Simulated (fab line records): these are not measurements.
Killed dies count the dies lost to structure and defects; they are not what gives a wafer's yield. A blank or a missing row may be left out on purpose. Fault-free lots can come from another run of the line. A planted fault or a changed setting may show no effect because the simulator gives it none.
Matching of chambers	flow nandHarc	NHARC_P_GATE_ETCH_32 on rieSi-01 has 4 sister chambers
The step etches the open film in HBr/Cl2, target depth 150 nm, time 100.1 s. 7 wafers are shown with their chamber, then 7 later ones without.

== WAFERS PAIRED WITH THEIR CHAMBERS ==
wafer	chamber	drypumpMotorCurrentA (A)	oesProductAu (a.u.)
L083.1	0	5.2	0.990
L083.6	2	6.0	1.003
L087.1	3	5.7	1.008
L087.2	1	5.4	0.993
L087.4	2	6.1	0.998
L093.2	1	5.4	1.001
L093.3	3	5.7	1.014

== WAFERS WITH NO CHAMBER GIVEN ==
wafer	drypumpMotorCurrentA (A)	oesProductAu (a.u.)
L093.6	5.3	1.001
L096.1	5.2	0.995
L096.2	5.7	1.001
L096.3	5.4	1.014
L097.2	5.4	1.011
L097.3	5.6	1.008
L097.6	6.1	0.999

== WHICH CHAMBER EACH WENT THROUGH ==
wafer	from the rows above	in truth
L093.6	can't be placed: 1 or 0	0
L096.1	0	0
L096.2	3	3
L096.3	1	1
L097.2	1	1
L097.3	3	3
L097.6	2	2
Placed correctly: 6 of 7. Can't be placed from these rows: 1 (the true chamber is among the candidates in 1). Wrongly placed: 0.
How it was worked out, from the rows above alone: a wafer's distance from a chamber is the root of the sum, over the readings, of the square of ((its reading less the chamber's mean) divided by the reading's scatter). If the next closest chamber is less than 2 further off than the closest, the wafer can't be placed; otherwise it belongs to the closest. A chamber's mean is the mean of its shown wafers. The scatter is the square root of a quotient: the sum, over the shown wafers, of each reading's squared deviation from its chamber's mean, divided by wafers minus chambers.
